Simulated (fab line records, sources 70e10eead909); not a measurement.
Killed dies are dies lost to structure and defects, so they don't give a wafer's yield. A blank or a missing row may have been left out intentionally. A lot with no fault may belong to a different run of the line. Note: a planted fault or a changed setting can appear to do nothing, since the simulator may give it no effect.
fab line records	flow nand-harc
record: lots: 7	wafers: 21	last-day: 33
route steps=1302 shown P_CONTACT@217 END@1302
lots with no fault: from the same line, run without faults
start-h: start of the lot's first displayed wafer, in hours after the record's first day	wait-h: time in hours since the lot's previous step	" the same as in the row above	L1.1+2: a single row standing in for several wafers	- no value, or no start was given	* or withheld: withheld	< > ~ a bound
route shown NAME@n: NAME is a module with steps in the file, n the number in the route of the first one	usual: mean and standard deviation over wafers with no fault	same: alike in all rows	chamber/n: place in a boat	sites: each site's reading	_std_site: the values' standard deviation	_edge_site: inner sites' mean taken away from outer sites' mean	radius-mm: for every site, how far away it sits from the centre of the wafer	mask NAME#n: copy n	behind: tool/chamber where the wafer was last shaped	hold: reason for holding the lot/hours on hold/outcome of the hold	device: transistor that didn't switch, given as n, p or np	end of line: at the end of the route, the tests of the same wafers	step lacking rows: just its recipe	killed: at the first sort, the dies lost to defects and structure; wafer yield is something else	map: a wafer's dies, marking killed ones x, the rest . and places with no die _
set.NAME: the run value of the setting; set.NAME@STEP: its run value at that earlier step	model.NAME: the simulator's own value behind a step, which no gauge read
a table for each step, a row for each wafer; lots at some steps of the route
services: when a tool's chamber went out of use (start-h, in hours from the record's first day, below 0 if earlier), for how many hours, and the reason
== steps ==
step: NHARC_P_CONTACT_DEP_30
recipe: target-thk-a: 300	temp-c: 400	target-thk-nm: 30	flow-sccm: 200	rf-w: 450	material: SiNx
usual: heater-power-w: 722/110
lot.wafer	tool	chamber	start-h	wait-h	heater-power-w
L187.2	pecvd-01	2	152.00	0.1	460
L187.6	"	1	"	"	682
L187.4	"	0	"	"	919
L191.2	pecvd-01	1	194.58	0.1	772
L191.1	"	2	"	"	560
L191.6	"	2	"	"	556
L192.3	pecvd-04	1	209.52	0.1	823
L192.2	"	2	"	"	673
L192.5	"	2	"	"	674
L195.2	pecvd-04	1	230.32	0.1	887
L195.3	"	0	"	"	796
L195.5	"	1	"	"	867
L199.2	pecvd-02	0	278.55	0.1	577
L199.4	"	0	"	"	574
L199.5	"	2	"	"	608
L203.3	pecvd-02	2	312.69	0.1	687
L203.2	"	0	"	"	603
L203.6	"	1	"	"	800
L204.1	pecvd-04	1	329.45	0.1	876
L204.3	"	2	"	"	696
L204.4	"	1	"	"	859
step: NHARC_P_CONTACT_DEP_00
recipe: target-thk-a: 5000	temp-c: 400	pressure-torr: 6.5	rf-w: 900	teos-flow-sccm: 161.4	flow-sccm: 2650	target-thk-nm: 500	gas: O2	material: SiO2
usual: heater-power-w: 560/110	throttle-valve-pct: 16.1/0.44
lot.wafer	tool	chamber	start-h	wait-h	heater-power-w	throttle-valve-pct
L187.2	pecvd-01	2	-	-	396	15.4
L187.6	"	1	"	"	603	15.7
L187.4	"	0	"	"	590	16.2
L191.2	pecvd-01	1	-	-	615	15.9
L191.1	"	2	"	"	364	15.7
L191.6	"	2	"	"	384	15.6
L192.3	pecvd-04	1	-	-	734	16.8
L192.2	"	2	"	"	489	16.4
L192.5	"	2	"	"	533	16.6
L195.2	pecvd-04	1	-	-	735	16.5
L195.3	"	0	"	"	628	15.7
L195.5	"	1	"	"	573	16.7
L199.2	pecvd-02	0	-	-	458	16.2
L199.4	"	0	"	"	344	16.3
L199.5	"	2	"	"	605	15.8
L203.3	pecvd-02	2	-	-	590	16.0
L203.2	"	0	"	"	438	16.5
L203.6	"	1	"	"	520	15.3
L204.1	pecvd-04	1	-	-	716	16.4
L204.3	"	2	"	"	576	16.5
L204.4	"	1	"	"	712	16.7
step: NHARC_P_CONTACT_CMP_01
recipe: target-thk-nm: 200	material: SiO2
usual: motor-current-A: 11.4/0.99
lot.wafer	tool	chamber	start-h	wait-h	motor-current-A
L187.4	cmp-04	0	152.70	-	9.7
L187.2	"	2	"	"	12.3
L187.6	"	0	"	"	10.0
L191.1	cmp-04	2	195.31	-	12.6
L191.2	"	3	"	"	10.8
L191.6	"	1	"	"	12.2
L192.3	cmp-01	2	210.25	-	11.0
L192.2	"	3	"	"	10.9
L192.5	"	1	"	"	11.7
L195.2	cmp-03	1	231.03	-	9.9
L195.3	"	2	"	"	13.2
L195.5	"	2	"	"	13.2
L199.4	cmp-03	3	279.26	-	12.2
L199.2	"	0	"	"	12.6
L199.5	"	0	"	"	11.8
L203.2	cmp-01	0	313.41	-	11.8
L203.3	"	1	"	"	12.4
L203.6	"	0	"	"	11.4
L204.4	cmp-04	2	330.19	-	12.2
L204.1	"	3	"	"	10.5
L204.3	"	0	"	"	10.0
step: NHARC_P_CONTACT_SRD_03
step: NHARC_P_CONTACT_DEHYDRATE_04
recipe: temp-c: 150	time-s: 120
step: NHARC_P_CONTACT_HMDS_05
recipe: time-s: 30
step: NHARC_P_CONTACT_COAT_33
recipe: temp-c: 260	time-s: 75
step: NHARC_P_CONTACT_COAT_34
recipe: temp-c: 225	time-s: 65
step: NHARC_P_CONTACT_COAT_06
recipe: spin-rpm: 1500	resist-thk-nm: 90
step: NHARC_P_CONTACT_SOFTBAKE_07
recipe: temp-c: 105	time-s: 55
step: NHARC_P_CONTACT_EBR_08
step: NHARC_P_CONTACT_EXPOSE_09
recipe: na: 1.35	target-cd-nm: 90	dose-mj: 81.26	mask-id: P_CA
usual: exposure-dose-mJ-cm2: 81.25/0.075
lot.wafer	tool	chamber	start-h	wait-h	mask	exposure-dose-mJ-cm2
L187.2	arfi-scanner-01	0	153.36	-	P_CA#0	81.16
L187.4	"	0	"	"	P_CA#0	81.13
L187.6	"	0	"	"	P_CA#0	81.21
L191.1	arfi-scanner-02	0	195.84	-	P_CA#0	81.20
L191.2	"	0	"	"	P_CA#0	81.35
L191.6	"	0	"	"	P_CA#0	81.29
L192.2	arfi-scanner-03	0	210.89	-	P_CA#0	81.24
L192.3	"	0	"	"	P_CA#0	81.32
L192.5	"	0	"	"	P_CA#0	81.17
L195.2	arfi-scanner-02	0	231.72	-	P_CA#0	81.31
L195.3	"	0	"	"	P_CA#0	81.26
L195.5	"	0	"	"	P_CA#0	81.24
L199.2	arfi-scanner-01	0	279.84	-	P_CA#0	87.92
L199.4	"	0	"	"	P_CA#0	87.98
L199.5	"	0	"	"	P_CA#0	87.97
L203.2	arfi-scanner-01	0	314.10	-	P_CA#0	86.54
L203.3	"	0	"	"	P_CA#0	86.64
L203.6	"	0	"	"	P_CA#0	86.55
L204.1	arfi-scanner-01	0	330.73	-	P_CA#0	85.54
L204.3	"	0	"	"	P_CA#0	85.48
L204.4	"	0	"	"	P_CA#0	85.61
step: NHARC_P_CONTACT_PEB_10
recipe: peb-temp-c: 100	peb-time-s: 65
step: NHARC_P_CONTACT_DEVELOP_11
recipe: develop-time-s: 35	dev-temp-c: 23
step: NHARC_P_CONTACT_CD_MEAS_12
recipe: target-cd-nm: 90	landing-energy-ev: 500
usual: cd-nm: 90.3/0.66
lot.wafer	tool	chamber	start-h	wait-h	hold	cd-nm
L187.2	cd-sem-03	0	153.50	-	-	89.5
L187.4	"	0	"	"	-	89.3
L187.6	"	0	"	"	-	89.0
L191.1	cd-sem-03	0	195.98	-	-	90.0
L191.2	"	0	"	"	-	91.2
L191.6	"	0	"	"	-	90.1
L192.2	cd-sem-03	0	211.03	-	-	91.0
L192.3	"	0	"	"	-	91.0
L192.5	"	0	"	"	-	90.4
L195.2	cd-sem-03	0	231.86	-	-	89.8
L195.3	"	0	"	"	-	90.2
L195.5	"	0	"	"	-	90.8
L199.2	cd-sem-02	0	279.97	-	await-dispo/0.2h/release	94.7
L199.4	"	0	"	"	await-dispo/0.2h/release	95.6
L199.5	"	0	"	"	await-dispo/0.2h/release	95.7
L199.2	cd-sem-02	0	-	-	-	94.7
L199.4	"	0	"	"	-	95.7
L199.5	"	0	"	"	-	96.2
L203.2	cd-sem-02	0	314.24	-	await-dispo/0.2h/release	93.8
L203.3	"	0	"	"	await-dispo/0.2h/release	93.1
L203.6	"	0	"	"	await-dispo/0.2h/release	93.9
L203.2	cd-sem-02	0	-	-	-	94.0
L203.3	"	0	"	"	-	93.6
L203.6	"	0	"	"	-	93.9
L204.1	cd-sem-03	0	330.87	-	await-dispo/0.2h/release	92.7
L204.3	"	0	"	"	await-dispo/0.2h/release	92.5
L204.4	"	0	"	"	await-dispo/0.2h/release	92.6
L204.1	cd-sem-03	0	-	-	-	92.7
L204.3	"	0	"	"	-	92.3
L204.4	"	0	"	"	-	92.7
step: NHARC_P_CONTACT_OVL_MEAS_13
usual: overlay-x-nm: 0.3/0.74	overlay-y-nm: -0.2/0.93
lot.wafer	tool	chamber	start-h	wait-h	hold	overlay-x-nm	overlay-y-nm
L187.2	overlay-01	-	153.59	-	-	0.0	-0.6
L187.4	"	-	"	"	-	-0.6	-0.4
L187.6	"	-	"	"	-	-0.5	-0.1
L191.1	overlay-01	-	196.07	-	-	0.6	-1.0
L191.2	"	-	"	"	-	0.7	-0.5
L191.6	"	-	"	"	-	0.7	-0.2
L192.2	overlay-02	-	211.12	-	-	-1.4	-2.2
L192.3	"	-	"	"	-	-1.0	-1.5
L192.5	"	-	"	"	-	-1.3	-2.0
L195.2	overlay-01	-	231.95	-	-	-0.6	-0.6
L195.3	"	-	"	"	-	0.0	-1.3
L195.5	"	-	"	"	-	-0.5	-0.4
L199.2	overlay-02	-	282.39	-	await-dispo/2.1h/release	0.5	0.4
L199.4	"	-	"	"	await-dispo/2.1h/release	0.6	0.1
L199.5	"	-	"	"	await-dispo/2.1h/release	0.6	-0.2
L203.2	overlay-02	-	317.60	-	await-dispo/3.1h/release	0.1	-1.1
L203.3	"	-	"	"	await-dispo/3.1h/release	-0.2	-1.2
L203.6	"	-	"	"	await-dispo/3.1h/release	-0.1	-0.8
L204.1	overlay-01	-	333.01	-	await-dispo/1.9h/release	0.5	0.8
L204.3	"	-	"	"	await-dispo/1.9h/release	0.7	0.6
L204.4	"	-	"	"	await-dispo/1.9h/release	0.2	0.7
step: NHARC_P_CONTACT_INSPECT_14
usual: raw-defect-count: 4.0/2.7
lot.wafer	tool	chamber	start-h	wait-h	raw-defect-count
L187.2	defect-inspect-02	-	153.63	0.0	2
L187.4	"	-	"	"	7
L187.6	"	-	"	"	5
L191.1	defect-inspect-02	-	196.11	0.0	12
L191.2	"	-	"	"	14
L191.6	"	-	"	"	16
L192.2	defect-inspect-01	-	211.16	0.0	3
L192.3	"	-	"	"	1
L192.5	"	-	"	"	1
L195.2	defect-inspect-02	-	231.98	0.0	4
L195.3	"	-	"	"	2
L195.5	"	-	"	"	5
L199.2	defect-inspect-02	-	282.42	0.0	5
L199.4	"	-	"	"	4
L199.5	"	-	"	"	3
L203.2	defect-inspect-01	-	317.64	0.0	3
L203.3	"	-	"	"	2
L203.6	"	-	"	"	3
L204.1	defect-inspect-02	-	333.05	0.0	2
L204.3	"	-	"	"	2
L204.4	"	-	"	"	7
step: NHARC_P_CONTACT_DESCUM_17
recipe: time-s: 3	o2-flow-sccm: 200	ar-flow-sccm: 0	bias-power-w: 0	chemistry: O2
usual: drypump-motor-current-A: 5.9/0.35	oes-product-au: 0.997/0.011	rf-vpp-V: 57.9/0.89	showerhead-plenum-p-Torr: 1.94/0.08	throttle-valve-pct: 11.311/0.0082
lot.wafer	tool	chamber	start-h	wait-h	drypump-motor-current-A	oes-product-au	rf-hours-counter-h	rf-vpp-V	showerhead-plenum-p-Torr	throttle-valve-pct	model.P_CONTACT.cd-nm
L187.2	rie-diel-12	2	153.70	0.1	5.7	0.989	1.4	60.4	1.97	11.315	89.22
L187.6	"	1	"	"	6.4	1.003	-	57.7	2.05	11.308	88.83
L187.4	"	2	"	"	5.7	0.986	-	56.9	1.97	11.312	88.86
L191.1	rie-diel-07	1	196.17	0.1	6.2	0.994	1.7	57.9	1.90	11.325	89.7
L191.2	"	3	"	"	5.9	1.002	1.6	57.8	1.92	11.328	90.85
L191.6	"	2	"	"	6.1	1.013	-	57.2	2.06	11.302	90.63
L192.3	rie-diel-12	2	211.23	0.1	5.7	0.992	3.4	57.5	1.97	11.320	91.29
L192.2	"	0	"	"	6.2	1.006	3.3	59.3	2.02	11.322	90.5
L192.5	"	1	"	"	6.4	0.999	-	58.1	2.05	11.308	90.43
L195.2	rie-diel-07	0	232.04	0.1	5.7	0.994	2.8	57.0	1.85	11.310	89.06
L195.3	"	1	"	"	6.2	0.994	3.1	58.6	1.90	11.304	89.7
L195.5	"	0	"	"	5.7	0.986	-	58.3	1.84	11.317	89.9
L199.2	rie-diel-03	3	290.31	7.9	5.6	0.998	8.4	57.7	1.79	11.323	94.81
L199.4	"	0	"	"	5.4	1.012	8.4	58.7	1.86	11.314	96.33
L199.5	"	3	"	"	5.7	0.982	-	58.1	1.79	11.312	95.54
L203.2	rie-diel-12	2	317.70	0.1	5.7	0.981	0.9	59.6	1.96	11.303	93.73
L203.3	"	3	"	"	5.3	1.002	0.9	59.6	1.89	11.312	93.34
L203.6	"	2	"	"	5.7	0.992	-	56.8	1.96	11.306	93.5
L204.3	rie-diel-07	1	333.12	0.1	6.3	0.984	0.7	57.7	1.90	11.315	92.23
L204.1	"	2	"	"	6.1	0.988	0.9	58.1	2.05	11.310	93.01
L204.4	"	3	"	"	5.9	1.002	0.8	57.1	1.92	11.319	92.83
step: NHARC_P_CONTACT_ETCH_35
recipe: target-depth-a: 390	over-etch-frac: 0.3	time-s: 65	ion-energy-ev: 80	cf4-flow-sccm: 150	ar-flow-sccm: 0	rf-w: 300	bias-w: 100	chemistry: CF4
usual: drypump-motor-current-A: 5.9/0.35	oes-product-au: 0.997/0.01	rf-vpp-V: 151.6/1.2	showerhead-plenum-p-Torr: 1.79/0.068	throttle-valve-pct: 13.284/0.01
lot.wafer	tool	chamber	start-h	wait-h	drypump-motor-current-A	oes-product-au	rf-hours-counter-h	rf-vpp-V	showerhead-plenum-p-Torr	throttle-valve-pct
L187.2	rie-diel-12	2	153.81	0.1	5.7	0.992	1.4	151.7	1.81	13.294
L187.6	"	1	"	"	6.3	0.991	-	152.6	1.89	13.283
L187.4	"	2	"	"	5.7	0.987	-	151.0	1.81	13.284
L191.1	rie-diel-07	0	196.26	0.1	5.8	0.997	1.6	149.6	1.71	13.275
L191.2	"	1	"	"	6.3	0.990	1.7	151.3	1.76	13.287
L191.6	"	0	"	"	5.7	0.993	-	149.8	1.71	13.274
L192.2	rie-diel-12	2	211.31	0.1	5.7	0.988	3.4	150.6	1.81	13.282
L192.3	"	1	"	"	6.3	1.005	3.3	154.1	1.89	13.297
L192.5	"	2	"	"	5.7	0.989	-	152.1	1.81	13.283
L195.3	rie-diel-07	0	232.14	0.1	5.7	1.002	2.8	150.9	1.71	13.281
L195.2	"	1	"	"	6.2	0.984	3.1	150.4	1.76	13.272
L195.5	"	2	"	"	6.1	1.007	-	153.1	1.89	13.287
L199.4	rie-diel-03	2	290.40	0.1	6.3	0.983	8.4	151.0	1.77	13.293
L199.2	"	3	"	"	5.7	0.988	8.4	148.8	1.66	13.287
L199.5	"	1	"	"	5.8	0.981	-	151.6	1.79	13.286
L203.2	rie-diel-12	0	317.78	0.1	6.2	1.006	0.9	153.7	1.86	13.271
L203.3	"	2	"	"	5.7	0.997	0.9	151.1	1.81	13.295
L203.6	"	1	"	"	6.4	1.016	-	152.3	1.89	13.286
L204.3	rie-diel-07	1	333.20	0.1	6.2	0.989	0.7	150.6	1.76	13.276
L204.1	"	2	"	"	6.1	0.994	0.9	153.8	1.89	13.293
L204.4	"	3	"	"	5.9	1.006	0.8	151.9	1.78	13.266
step: NHARC_P_CONTACT_ETCH_36
recipe: target-depth-a: 2600	over-etch-frac: 0.25	time-s: 406.25	ion-energy-ev: 200	n2-flow-sccm: 150	h2-flow-sccm: 150	ar-flow-sccm: 0	rf-w: 400	bias-w: 150	chemistry: N2/H2
step: NHARC_P_CONTACT_ETCH_18
recipe: target-depth-a: 4810	time-s: 240.5	c4f8-flow-sccm: 20	o2-flow-sccm: 10	ar-flow-sccm: withheld	rf-w: 600	bias-w: 1500	chemistry: C4F8/O2/Ar
usual: oes-product-au: 0.960/0.018	rf-vpp-V: 980/5.2
lot.wafer	tool	chamber	start-h	wait-h	oes-product-au	rf-hours-counter-h	rf-vpp-V
L187.2	rie-diel-12	1	-	-	0.936	1.7	987
L187.6	"	0	"	"	0.942	-	985
L187.4	"	1	"	"	0.934	-	987
L191.2	rie-diel-07	1	-	-	0.947	1.9	975
L191.1	"	2	"	"	0.971	2.0	987
L191.6	"	0	"	"	0.972	-	973
L192.2	rie-diel-12	2	-	-	0.957	3.6	981
L192.3	"	3	"	"	0.987	2.4	977
L192.5	"	3	"	"	0.988	-	978
L195.2	rie-diel-07	3	-	-	0.962	3.0	979
L195.3	"	0	"	"	0.940	3.0	974
L195.5	"	3	"	"	0.964	-	978
L199.2	rie-diel-03	2	-	-	0.944	8.7	978
L199.4	"	3	"	"	0.955	8.5	971
L199.5	"	1	"	"	0.958	-	978
L203.3	rie-diel-12	0	-	-	0.977	1.2	984
L203.2	"	3	"	"	0.962	1.2	976
L203.6	"	0	"	"	0.976	-	984
L204.3	rie-diel-07	3	-	-	0.946	1.1	978
L204.1	"	0	"	"	0.939	1.0	973
L204.4	"	1	"	"	0.925	0.9	977
step: NHARC_P_CONTACT_STRIP_37
recipe: c4f8-flow-sccm: withheld	o2-flow-sccm: 8	ar-flow-sccm: withheld	bias-w: 0	chemistry: C4F8/O2/Ar
step: NHARC_P_CONTACT_ETCH_31
recipe: target-depth-a: 300	time-s: 85.7	ion-energy-ev: 120	over-etch-frac: 1	ch3f-flow-sccm: 50	o2-flow-sccm: 30	ar-flow-sccm: 200	rf-w: 500	bias-w: 100	chemistry: CH3F/O2
usual: drypump-motor-current-A: 5.9/0.35	oes-product-au: 0.979/0.013	rf-vpp-V: 244.8/1.7	showerhead-plenum-p-Torr: 2.50/0.096	throttle-valve-pct: 20.663/0.0098
lot.wafer	tool	chamber	start-h	wait-h	drypump-motor-current-A	oes-product-au	rf-hours-counter-h	rf-vpp-V	showerhead-plenum-p-Torr	throttle-valve-pct	model.P_CONTACT.cd-nm
L187.2	rie-diel-12	0	-	-	6.2	0.977	1.9	247.8	2.59	20.660	87.64
L187.6	"	0	"	"	6.2	0.981	-	246.5	2.59	20.661	87.7
L187.4	"	1	"	"	6.4	0.962	-	247.2	2.63	20.660	88.06
L191.2	rie-diel-07	3	-	-	5.9	0.980	1.9	244.1	2.47	20.670	89.55
L191.1	"	0	"	"	5.7	0.983	1.9	243.3	2.37	20.672	88.89
L191.6	"	3	"	"	5.9	0.978	-	244.1	2.47	20.658	91.86
L192.3	rie-diel-12	3	-	-	5.3	1.001	2.5	243.2	2.42	20.650	89.07
L192.2	"	0	"	"	6.2	0.993	3.6	246.8	2.59	20.676	88.71
L192.5	"	3	"	"	5.3	0.998	-	243.1	2.42	20.661	88.4
L195.3	rie-diel-07	3	-	-	5.9	0.988	3.1	243.4	2.47	20.664	91.1
L195.2	"	1	"	"	6.3	0.971	3.3	244.0	2.44	20.669	86.85
L195.5	"	3	"	"	5.9	0.978	-	244.8	2.47	20.664	86.53
L199.2	rie-diel-03	3	-	-	5.6	0.968	8.6	242.0	2.31	20.641	93.81
L199.4	"	1	"	"	5.8	0.971	8.6	242.8	2.48	20.664	95.63
L199.5	"	2	"	"	6.3	0.971	-	244.5	2.46	20.679	95.98
L203.2	rie-diel-12	0	-	-	6.2	0.997	1.3	246.7	2.59	20.662	93.71
L203.3	"	1	"	"	6.3	0.974	0.7	246.5	2.63	20.677	93.15
L203.6	"	1	"	"	6.4	0.985	-	247.2	2.63	20.676	92.34
L204.1	rie-diel-07	1	-	-	6.3	0.949	0.9	243.7	2.44	20.675	91.27
L204.3	"	2	"	"	6.1	0.964	1.1	247.5	2.63	20.659	91.7
L204.4	"	0	"	"	5.7	0.980	1.1	242.0	2.37	20.672	94.87
step: NHARC_P_CONTACT_CD_MEAS_19
usual: cd-nm: 89.9/1.5
lot.wafer	tool	chamber	start-h	wait-h	hold	cd-nm
L187.2	cd-sem-02	-	154.71	-	-	87.9
L187.4	"	-	"	"	-	88.2
L187.6	"	-	"	"	-	87.6
L191.1	cd-sem-03	-	197.05	-	-	89.1
L191.2	"	-	"	"	-	89.1
L191.6	"	-	"	"	-	91.9
L192.2	cd-sem-01	-	212.09	-	-	88.9
L192.3	"	-	"	"	-	89.2
L192.5	"	-	"	"	-	88.5
L195.2	cd-sem-02	-	232.91	-	-	86.7
L195.3	"	-	"	"	-	91.0
L195.5	"	-	"	"	-	86.7
L199.2	cd-sem-03	-	291.29	-	await-dispo/0.2h/release	94.1
L199.4	"	-	"	"	await-dispo/0.2h/release	96.0
L199.5	"	-	"	"	await-dispo/0.2h/release	95.8
L199.2	cd-sem-03	-	291.47	0.2	-	93.7
L199.4	"	-	"	"	-	95.8
L199.5	"	-	"	"	-	95.8
L203.2	cd-sem-02	-	318.57	-	-	93.9
L203.3	"	-	"	"	-	93.1
L203.6	"	-	"	"	-	92.6
L204.1	cd-sem-01	-	333.98	-	-	91.0
L204.3	"	-	"	"	-	92.0
L204.4	"	-	"	"	-	94.7
step: NHARC_END_SORT_01
recipe: temp-c: 25
usual: killed-at-array: 62/15	killed-at-other: 0.8/1	killed-at-periphery: 3.7/2.6	killed-dies: 66/15	killed-open: 3.1/1.8	killed-short: 2.6/1.7
same: gross-dies: 677
lot.wafer	tool	chamber	start-h	wait-h	killed-at-array	killed-at-other	killed-at-periphery	killed-dies	killed-open	killed-short
L199.2	prober-02	0	714.61	2.8	62	1	9	72	8	4
killed by level:class
L199.2 A_SLIT:chamber-film-flake=32 A_CHANNEL_HOLE_D1:chamber-film-flake=14 P_CONTACT:geometric-particle:open=3 P_BONDPAD:chamber-film-flake=3 A_STAIRCASE:chamber-film-flake=3 A_BLC:chamber-film-flake=3 A_CONTACT:geometric-particle:open=2 P_M0:geometric-particle:short=1
== services ==
tool	chamber	start-h	hours	kind
pecvd-01	-	130.00	13.0	pm
rie-diel-12	3	134.16	21.5	repair
arfi-scanner-01	-	157.73	2.0	repair
rie-diel-12	-	169.19	0.6	repair
pecvd-02	0	172.39	6.7	repair
arfi-scanner-01	-	182.53	16.3	repair
pecvd-04	-	201.76	0.9	repair
pecvd-02	-	227.49	13.0	pm
rie-diel-12	3	231.38	9.6	repair
rie-diel-07	0	247.72	2.6	repair
rie-diel-03	1	248.17	4.0	repair
rie-diel-07	3	251.59	6.0	repair
arfi-scanner-01	-	252.00	4.0	pm
rie-diel-03	-	262.69	0.6	repair
rie-diel-12	-	268.40	9.0	pm
pecvd-04	-	276.10	13.0	pm
rie-diel-03	-	281.30	9.0	pm
rie-diel-12	1	282.19	15.5	repair
arfi-scanner-01	-	287.04	0.8	repair
rie-diel-07	-	294.20	9.0	pm
pecvd-04	-	302.30	1.9	repair
pecvd-01	-	311.00	13.0	pm
pecvd-04	-	315.63	1.8	repair
rie-diel-07	3	320.30	3.4	repair
== key ==
first-sign: step: NHARC_P_CONTACT_EXPOSE_09	reading: exposure-dose-mJ-cm2	direction: up	sigmas: 73	usual: 81.25	struck: 86.69
effect: step: NHARC_P_CONTACT_CD_MEAS_12	reading: visit	direction: added	through: control-loop
effect: step: NHARC_P_CONTACT_CD_MEAS_12	reading: cd-nm	direction: up	sigmas: 5.4	usual: 90.3	struck: 93.8	through: control-loop
effect: step: NHARC_P_CONTACT_CD_MEAS_19	reading: cd-nm	direction: up	sigmas: 2.5	usual: 89.9	struck: 93.7	through: control-loop
model-effect: step: NHARC_P_CONTACT_DESCUM_17	value: P_CONTACT.cd-nm	without: 89.95	struck: 93.92
model-effect: step: NHARC_P_CONTACT_ETCH_31	value: P_CONTACT.cd-nm	without: 89.68	struck: 93.61
met-at NHARC_P_CONTACT_EXPOSE_09
struck-wafers L199.2,L199.4,L199.5,L203.2,L203.3,L203.6,L204.1,L204.3,L204.4
tester-left-out L199,L203,L204
loop-trim: step: NHARC_P_CONTACT_EXPOSE_09	setting: dose	lots: L203,L204
onset-between 153.36 279.84
fault: kind: process-parameter-drift	tool: arfi-scanner-01	chamber: -	onset-h: 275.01	steps: NHARC_P_CONTACT_EXPOSE_09	channel: dose-mj	offset: 6.6861	shape: step	acts-in: these-recipes-only	stated: 81.26
tester-left-out: of these lots the tester's yield and bins aren't shown, on N5 and GAA mostly nor the transistor test; their killed dies are dies lost to structure and defects alone, not to doping, threshold or leakage, so they don't give the yield
loop-trim: a control loop set the setting to another value than it would have without faults
